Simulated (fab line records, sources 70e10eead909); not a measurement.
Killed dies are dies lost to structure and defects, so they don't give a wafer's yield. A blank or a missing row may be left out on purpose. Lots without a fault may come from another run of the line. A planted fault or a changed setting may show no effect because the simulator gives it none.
Chamber matching | flow nand_harc | NHARC_P_CONTACT_DEP_30 on pecvd-04: 3 sister chambers
The step deposits SiNx, target thk 30 nm. 6 wafers are shown with their chamber, then 12 later ones without.

WAFERS WITH THEIR CHAMBER
wafer  | chamber | heater_power_outer_w (W) | heater_power_w (W)
L088.1 | 2       | 370                      | 630
L087.4 | 0       | 474                      | 788
L087.6 | 1       | 531                      | 781
L091.1 | 0       | 534                      | 874
L091.2 | 2       | 331                      | 575
L091.3 | 1       | 497                      | 712

WAFERS WITHOUT THEIR CHAMBER
wafer  | heater_power_outer_w (W) | heater_power_w (W)
L092.3 | 477                      | 817
L092.4 | 601                      | 831
L092.6 | 479                      | 789
L094.1 | 605                      | 854
L094.3 | 362                      | 587
L094.4 | 453                      | 761
L096.1 | 505                      | 830
L096.3 | 337                      | 598
L096.6 | 496                      | 711
L097.1 | 526                      | 729
L097.2 | 299                      | 523
L097.5 | 500                      | 732

WHICH CHAMBER EACH WENT THROUGH
wafer  | from the rows above     | in truth
L092.3 | can't be placed: 0 or 1 | 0
L092.4 | can't be placed: 0 or 1 | 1
L092.6 | can't be placed: 0 or 1 | 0
L094.1 | can't be placed: 0 or 1 | 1
L094.3 | 2                       | 2
L094.4 | can't be placed: 1 or 0 | 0
L096.1 | can't be placed: 0 or 1 | 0
L096.3 | 2                       | 2
L096.6 | can't be placed: 1 or 0 | 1
L097.1 | can't be placed: 1 or 0 | 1
L097.2 | 2                       | 2
L097.5 | can't be placed: 1 or 0 | 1
Placed correctly: 3 of 12. Can't be placed from these rows: 9 (the true chamber is among the candidates in 9). Placed wrongly: 0.
How it was worked out, from the rows above alone: a wafer's distance from a chamber is the root of the sum, over the readings, of the square of ((its reading less the chamber's mean) divided by the reading's scatter). The wafer belongs to the nearest chamber; if the next one is less than 2 further off, it can't be placed. A chamber's mean is the mean of its shown wafers. The scatter: the root of (the sum of the squares of (reading less its chamber's mean) over the shown wafers, divided by (wafers less chambers)).
